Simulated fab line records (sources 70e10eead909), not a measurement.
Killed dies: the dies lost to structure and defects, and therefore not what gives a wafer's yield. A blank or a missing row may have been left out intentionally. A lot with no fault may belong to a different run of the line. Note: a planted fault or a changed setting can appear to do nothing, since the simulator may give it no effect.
What tool caused it? | flow nandHarc | 11 lots with 33 wafers sampled at 3 steps, on a route of 1302 steps

== WHAT THE GAUGES READ, wafer by wafer ==
NHARC_P_START_INSPECT_01. Usual: rawDefectCount reads 3.1 (standard deviation 1.7).
lot  | measured     | on               | rawDefectCount | flag
L573 | day 1 20:02  | defectInspect-01 | 3 2 3          | 
L574 | day 2 06:03  | defectInspect-01 | 3 1 3          | 
L577 | day 3 12:02  | defectInspect-02 | 1 7 4          | 
L578 | day 3 22:03  | defectInspect-01 | 1 2 3          | 
L579 | day 4 08:02  | defectInspect-02 | 7 0 0          | 
L580 | day 4 18:02  | defectInspect-02 | 3 2 1          | 
L581 | day 5 04:02  | defectInspect-02 | 1 5 5          | 
L582 | day 5 14:02  | defectInspect-01 | 3 1 3          | 
L585 | day 6 20:02  | defectInspect-02 | 5 0 6          | 
L595 | day 11 00:02 | defectInspect-01 | 5 6 1          | 
L596 | day 11 10:03 | defectInspect-01 | 6 2 3          | 

NHARC_P_ZERO_WELL_CD_MEAS_24: target cd 720 nm. Usual: cdNm reads 719.8 nm (standard deviation 1.8).
lot  | measured     | on       | cdNm (nm)         | flag
L573 | day 1 22:37  | cdSem-01 | 724.3 722.8 723.2 | 
L574 | day 2 09:05  | cdSem-01 | 716.4 717.7 717.5 | 
L577 | day 3 14:32  | cdSem-01 | 721.1 721.7 717.9 | 
L578 | day 4 00:28  | cdSem-02 | 720.4 719.2 721.4 | 
L579 | day 4 10:47  | cdSem-03 | 718.9 721.8 720.5 | 
L580 | day 4 20:35  | cdSem-02 | 719.9 719.1 719.2 | 
L581 | day 5 06:35  | cdSem-01 | 718.0 718.2 716.9 | 
L582 | day 5 16:54  | cdSem-01 | 721.0 719.3 719.4 | 
L585 | day 6 22:34  | cdSem-01 | 713.2 713.5 709.6 | OFF
L595 | day 11 02:28 | cdSem-02 | 718.3 719.5 724.4 | 
L596 | day 11 12:31 | cdSem-03 | 720.6 719.2 719.6 | 

== WHAT TOOL EACH LOT RAN ON (gives the tool, then ch and the chambers of the sampled wafers, and finally the start) ==
lot  | NHARC_P_ZERO_WELL_EXPOSE_21
L573 | krfScanner-04 ch 0, day 1 22:28
L574 | krfScanner-02 ch 0, day 2 08:55
L577 | krfScanner-03 ch 0, day 3 14:23
L578 | krfScanner-04 ch 0, day 4 00:18
L579 | krfScanner-02 ch 0, day 4 10:38
L580 | krfScanner-04 ch 0, day 4 20:25
L581 | krfScanner-02 ch 0, day 5 06:25
L582 | krfScanner-04 ch 0, day 5 16:44
L585 | krfScanner-02 ch 0, day 6 22:25
L595 | krfScanner-03 ch 0, day 11 02:18
L596 | krfScanner-03 ch 0, day 11 12:22
- NHARC_P_ZERO_WELL_EXPOSE_21: exposes mask P NWELL, target cd 720 nm.

== AS READ BY THE TOOLS THEMSELVES (means over the sampled wafers that have a number; for cases with no such wafer, the mark the record gives instead) ==
NHARC_P_ZERO_WELL_EXPOSE_21. Usual: stageVelMmS 500.00 mm/s, standard deviation 0.25.
lot  | tool          | stageVelMmS (mm/s) | flag
L573 | krfScanner-04 | 500.03             | 
L574 | krfScanner-02 | 499.95             | 
L577 | krfScanner-03 | 499.99             | 
L578 | krfScanner-04 | 500.23             | 
L579 | krfScanner-02 | 499.93             | 
L580 | krfScanner-04 | 500.05             | 
L581 | krfScanner-02 | 499.89             | 
L582 | krfScanner-04 | 499.67             | 
L585 | krfScanner-02 | 500.18             | 
L595 | krfScanner-03 | 500.34             | 
L596 | krfScanner-03 | 499.71             | 

== THE ANSWER, worked out from the rows above alone ==
Rule: a lot counts as off when the mean over its wafers that have a number is more than 3 standard deviations away from the usual mean. Also off: a lot with no number at a reading for which 4 or more lots have one. All remaining lots with rows at the step are treated as sound. After the gauges, taken in route order, come the tools' own readings; for these a lot's mean is taken, as printed above. The first step at which some lot is off is used, and at that step the reading that is off furthest; a lot without a number counts as furthest.
Off at NHARC_P_ZERO_WELL_CD_MEAS_24 (cdNm): L585.
If a tool, at a process step before that reading, ran all the lots that are off and no sound lot after the first of them, it fits. Those tools and the gauges at NHARC_P_ZERO_WELL_CD_MEAS_24 are tried in the same way. This does not decide it: 2 tools fit, namely krfScanner-02 at NHARC_P_ZERO_WELL_EXPOSE_21 and cdSem-01 at NHARC_P_ZERO_WELL_CD_MEAS_24.

== WHAT THE SIMULATOR HAD INSERTED ==
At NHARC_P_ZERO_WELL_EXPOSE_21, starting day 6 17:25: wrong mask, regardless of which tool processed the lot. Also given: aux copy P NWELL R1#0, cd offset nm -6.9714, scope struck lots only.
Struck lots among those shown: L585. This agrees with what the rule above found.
